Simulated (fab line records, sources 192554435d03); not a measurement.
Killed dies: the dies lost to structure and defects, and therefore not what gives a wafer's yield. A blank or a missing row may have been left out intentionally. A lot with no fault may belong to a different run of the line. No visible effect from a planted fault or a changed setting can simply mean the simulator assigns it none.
A struck lot beside a sound one -- flow n5_finfet -- 27 out of 1938 route steps
Sound: these wafers, L664.1, L664.3, L664.5. Struck: wafers L673.1, L673.2, L673.4. The cause is named last.
Each step with rows lists, per side, the tool, then ch with its chambers, then its first start. Under that, the readings that differ: sound wafers -- struck wafers -- difference of the means -- sigmas: that difference in standard deviations of wafers without a fault.
alike: words and numbers the same on both sides, and readings whose means are apart by under 2 such deviations; not compared: readings that were withheld, readings missing a value for some wafer, numbers with overlapping values and no deviation given by the record, and bounds like >300 which may hide the same value.
The two part at a step that has a row with sigmas, a row that says differs or no value, or rows on one side only. Numbers that don't overlap but have no deviation are shown without sigmas and don't part them. Lack of a reading on every wafer of one side parts them only where that side has two or more wafers.

first, 1 step without rows for these wafers: N5_DUMMY_GATE_SRD_01 (time 30 s).
N5_DUMMY_GATE_ALD_02: deposits SiO2, target thk 2 nm, pulse time 1 s.
  sound on ald_sin-02 ch 0,1, day 3 13:36; struck on ald_sin-01 ch 0,1,2, day 5 19:29
reading,sound,struck,difference,sigmas
heater_power_w (W),606 494 620,477 428 503,-104,-2
  alike: precursor_pulse_height_rel
then, 3 steps without rows for these wafers: N5_DUMMY_GATE_CVD_03 (deposits a-Si from SiH4, target thk 150 nm, time 8042 s); N5_DUMMY_GATE_PRECLEAN_46 (cleans in DIW, time 89.5 s); N5_DUMMY_GATE_SRD_47 (dry time 32 s).
N5_DUMMY_GATE_CMP_04: polishes a-Si.
  sound on cmp-01 ch 0,2,3, day 3 17:30; struck on cmp-02 ch 0,2,3, day 6 05:36
  alike: motor_current_A, time_to_endpoint_s
N5_DUMMY_GATE_THK_MEAS_05:
  struck on film_metro-01, day 6 05:51; sound on film_metro-02, day 3 17:41
  alike: thk_nm
then, 5 steps without rows for these wafers: N5_DUMMY_GATE_HM_DEP_06 (deposits SiNx from DCS/NH3, target thk 80 nm, time 5141 s); N5_DUMMY_GATE_PECVD_30 (deposits SiO2 from TEOS/O2, target thk 55 nm, time 10.8 s); N5_DUMMY_GATE_COAT_34 (time 60 s, resist thk 60 nm); N5_DUMMY_GATE_COAT_35 (time 60 s, resist thk 10 nm); N5_DUMMY_GATE_COAT_28 (time 60 s, resist thk 10 nm).
N5_DUMMY_GATE_COAT_09: resist thk 30 nm.
  sound on litho_track-01 ch 0, day 3 21:43; struck on litho_track-01 ch 0, day 6 09:53
reading,sound,struck,difference,sigmas
spin_speed_rpm (rpm),1498.7 1498.6 1499.8,1239.2 1240.3 1240.3,-259.1,-99 or more
model.CAR-EUV_of_DUMMY_GATE_COAT_09.thk_nm (nm),29.8 30 30,33 32.8 32.8,+3,
then, 5 steps without rows for these wafers: N5_DUMMY_GATE_EBR_11; N5_DUMMY_GATE_SOFTBAKE_10 (time 60 s); N5_DUMMY_GATE_EXPOSE_12 (exposes mask GATE, target cd 25 nm); N5_DUMMY_GATE_PEB_13 (peb time 60 s); N5_DUMMY_GATE_DEVELOP_14 (develop time 30 s).
N5_DUMMY_GATE_CD_MEAS_15: target cd 25.8 nm.
  sound on cd_sem-02 ch 0, day 3 21:58; struck on cd_sem-02 ch 0, day 6 10:08
  alike: cd_nm
N5_DUMMY_GATE_OVL_MEAS_16:
  sound on overlay-02 ch 0, day 3 22:01; struck on overlay-02 ch 0, day 6 10:11
  alike: GATE_OVL
N5_DUMMY_GATE_INSPECT_17: inspects for defects (brightfield).
  struck on defect_inspect-01, day 6 10:14; sound on defect_inspect-01, day 3 22:04
reading,sound,struck,difference,sigmas
raw_defect_count,199 282 250,156 128 128,-106,-2
N5_DUMMY_GATE_DESCUM_20: chemistry O2, time 6.2 s.
  sound on rie_diel-06 ch 0,1,2, day 3 22:06; struck on rie_diel-03 ch 0,2,3, day 6 10:17
  alike: drypump_motor_current_A, o2_flow_sccm, oes_product_au, rf_vpp_V, showerhead_plenum_p_Torr, throttle_valve_pct
  not compared: rf_hours_counter_h
N5_DUMMY_GATE_ETCH_29: etches underlayer in N2/H2, target depth 13 nm.
  sound on rie_diel-06 ch 0,1,2, day 3 22:10; struck on rie_diel-03 ch 0,2,3, day 6 10:20
  alike: drypump_motor_current_A, oes_product_au, rf_vpp_V, showerhead_plenum_p_Torr, throttle_valve_pct
  not compared: rf_hours_counter_h
N5_DUMMY_GATE_ETCH_36: etches SiARC in CF4, target depth 13 nm.
  sound on rie_diel-06 ch 0,1,2, day 3 22:12; struck on rie_diel-03 ch 0,2,3, day 6 10:23
reading,sound,struck,difference,sigmas
model.CAR-EUV_of_DUMMY_GATE_COAT_09.thk_nm (nm),10.8 11.6 11.8,14.6 14.6 14.4,+3.1,
  alike: drypump_motor_current_A, mfc_ar_sccm, oes_product_au, rf_vpp_V, showerhead_plenum_p_Torr, throttle_valve_pct
  not compared: rf_hours_counter_h
N5_DUMMY_GATE_ETCH_37: etches SOC in N2/H2, target depth 60 nm, overetch 30 nm.
  sound on rie_diel-06 ch 0,1,2, day 3 22:14; struck on rie_diel-03 ch 0,2,3, day 6 10:25
  alike: drypump_motor_current_A, oes_product_au, rf_vpp_V, showerhead_plenum_p_Torr, throttle_valve_pct
  not compared: rf_hours_counter_h
-- here the record skips 5 days between the struck wafers' starts before and after, leaving off in module DUMMY_GATE and picking up in module BEOL_M4 (first step shown: number 1111 of the route) --
N5_BEOL_M4_RC_MEAS_101:
  sound on prober-01 ch 0, day 8 18:02; struck on prober-01 ch 0, day 11 15:16
  alike: DIBL_N, DIBL_P, IOFF_N, IOFF_P, ION_N, ION_P, SS_N, SS_P, VT_N, VT_P
-- a jump in the record: the struck wafers' starts before and after are 4 days apart (it breaks off in module BEOL_M4 and resumes in module PASSIVATION, where the first step shown is number 1936 of the route) --
N5_PASSIVATION_PROBE_49:
  record: rows for the struck wafers here (prober-02, day 16 00:17), none for the sound ones

== WHERE THEY PART ==
Last at N5_PASSIVATION_PROBE_49 as far as this record goes, first at N5_DUMMY_GATE_ALD_02.

WHY: the cause the simulator had injected
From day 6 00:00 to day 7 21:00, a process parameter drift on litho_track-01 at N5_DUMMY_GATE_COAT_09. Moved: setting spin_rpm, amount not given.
